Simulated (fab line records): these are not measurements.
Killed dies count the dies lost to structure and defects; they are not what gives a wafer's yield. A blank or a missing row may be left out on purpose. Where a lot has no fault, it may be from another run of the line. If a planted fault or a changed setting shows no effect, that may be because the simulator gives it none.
The tool behind it: which one? -- flow n5 finfet -- 10 lots, 30 wafers sampled, at 4 steps of a route of 1938

WHAT EACH GAUGE READ, for each wafer
N5_BEOL_M8_CD_MEAS_28 targets a cd of 40 nm.
lot,measured,on,cd nm (nm)
L638,day 9 13:58,cd sem-01,39.91 40.17 40.05
L637,day 9 18:04,cd sem-02,39.66 39.86 40.37
L640,day 10 06:50,cd sem-01,40.40 39.88 40.06
L644,day 11 00:20,cd sem-01,40.13 40.72 39.95
L645,day 11 06:20,cd sem-01,37.73 38.41 38.30
L653,day 13 07:50,cd sem-02,40.15 40.00 40.30
L652,day 13 07:53,cd sem-01,40.41 39.54 40.00
L654,day 13 15:07,cd sem-01,40.34 39.69 39.88
L658,day 15 00:00,cd sem-01,39.82 40.29 40.23
L659,day 14 23:58,cd sem-02,40.17 40.27 40.36

WHICH TOOL RAN EACH LOT (tool, then ch and the chambers of the sampled wafers, then the start)
lot,N5_BEOL_M8_ETCH_61,N5_BEOL_M8_HM_OPEN_17,N5_BEOL_M8_EXPOSE_25
L638,"rie diel-03 ch 1,2,3, day 9 12:27","rie metal-01 ch 0,1, day 9 12:41","euv scanner-02 ch 0, day 9 13:49"
L637,"rie diel-03 ch 0,3, day 9 16:17","rie metal-02 ch 0,1, day 9 16:34","euv scanner-01 ch 0, day 9 17:56"
L640,"rie diel-01 ch 0,2,3, day 10 05:49","rie metal-01 ch 1, day 10 06:04","euv scanner-01 ch 0, day 10 06:43"
L644,"rie diel-03 ch 1,3, day 10 23:25","rie metal-03 ch 0,1, day 10 23:39","euv scanner-02 ch 0, day 11 00:12"
L645,"rie diel-03 ch 2,3, day 11 05:23","rie metal-02 ch 0,1, day 11 05:37","euv scanner-01 ch 0, day 11 06:12"
L653,"rie diel-03 ch 0,1,2, day 13 04:23","rie metal-02 ch 0,1, day 13 04:38","euv scanner-02 ch 0, day 13 07:43"
L652,"rie diel-01 ch 0,1,2, day 13 04:39","rie metal-01 ch 0,1, day 13 04:55","euv scanner-02 ch 0, day 13 07:46"
L654,"rie diel-04 ch 1,2,3, day 13 12:49","rie metal-02 ch 1, day 13 13:06","euv scanner-02 ch 0, day 13 14:59"
L658,"rie diel-04 ch 0,2, day 14 21:31","rie metal-03 ch 1, day 14 21:46","euv scanner-01 ch 0, day 14 23:53"
L659,"rie diel-01 ch 1,2, day 14 21:47","rie metal-02 ch 0,1, day 14 22:01","euv scanner-01 ch 0, day 14 23:50"
- N5_BEOL_M8_ETCH_61: etches SiARC in CF4, target depth 45.5 nm, time 75.8 s.
- N5_BEOL_M8_HM_OPEN_17: chemistry Cl2/BCl3, target TiN, target depth 20 nm, overetch 6 nm.
- N5_BEOL_M8_EXPOSE_25: exposes mask V7, target cd 40 nm.

THE ANSWER, worked out from the rows above alone
Rule: the usual values come from the lots themselves. Put in order of their means at a reading, lots are off if they are a third of the lots or fewer, leave a main group of 4 or more, and stand apart from it by a gap of 3 or more times the standard deviation of the main group's means; of several such gaps the widest counts. A main group is skipped when, at the precision printed for the reading in the tables above, its means are all equal. A lot without any number at a reading at which 4 lots or more have one is off too. The other lots that the step has rows for count as sound.
Off at N5_BEOL_M8_CD_MEAS_28 (cd nm): L645. Main group: mean 40.10 nm, sd 0.11.
A tool fits if, at a process step before that reading, it ran every lot that is off, and no sound lot after the first of them. Gauges at N5_BEOL_M8_CD_MEAS_28: tried the same way as those tools. Not one of the candidates tried fits.

WHAT THE SIMULATOR PUT IN
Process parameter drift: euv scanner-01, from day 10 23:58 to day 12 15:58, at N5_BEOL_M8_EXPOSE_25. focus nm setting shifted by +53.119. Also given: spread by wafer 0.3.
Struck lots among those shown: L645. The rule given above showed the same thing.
